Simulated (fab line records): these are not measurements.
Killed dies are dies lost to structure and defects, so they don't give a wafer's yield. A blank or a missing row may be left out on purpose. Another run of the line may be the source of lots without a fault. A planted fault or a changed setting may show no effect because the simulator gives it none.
Chamber matching    flow n5Finfet    N5_BEOL_M7_STRIP_67 on rieDiel-02: 4 sister chambers
The step strips in CF4. 8 wafers are shown with their chamber, then 7 later ones without.

## WAFERS, EACH WITH ITS CHAMBER
wafer   chamber  drypumpMotorCurrentA (A)  showerheadPlenumPTorr (Torr)
L074.2  1        5.66                      1.74
L079.1  1        5.66                      1.74
L080.4  0        5.11                      1.82
L080.5  3        5.33                      1.71
L083.4  3        5.32                      1.71
L083.6  2        5.81                      1.81
L086.1  2        5.86                      1.80
L086.2  0        5.10                      1.82

## WAFERS WITH NO CHAMBER GIVEN
wafer   drypumpMotorCurrentA (A)  showerheadPlenumPTorr (Torr)
L086.4  5.65                      1.74
L090.3  5.34                      1.71
L090.5  5.31                      1.71
L090.6  5.10                      1.82
L092.2  5.63                      1.73
L092.4  5.86                      1.80
L092.6  5.31                      1.70

## CHAMBER TAKEN BY EACH
wafer   from the rows above  in truth
L086.4  1                    1
L090.3  3                    3
L090.5  3                    3
L090.6  0                    0
L092.2  1                    1
L092.4  2                    2
L092.6  3                    3
Correct placement for 7 of the 7. From these rows, 0 cannot be placed. Number placed wrongly: 0.
How it was worked out, from the rows above alone: a wafer's distance from a chamber is the root of the sum, over the readings, of the square of ((its reading less the chamber's mean) divided by the reading's scatter). If the next closest chamber is less than 2 further off than the closest, the wafer can't be placed; otherwise it belongs to the closest. For every chamber, the mean is computed from those of its wafers that are shown. How the scatter is found: for the shown wafers, subtract from each reading the mean of its chamber, square and add these, divide the total by (wafers less chambers), then take the root.
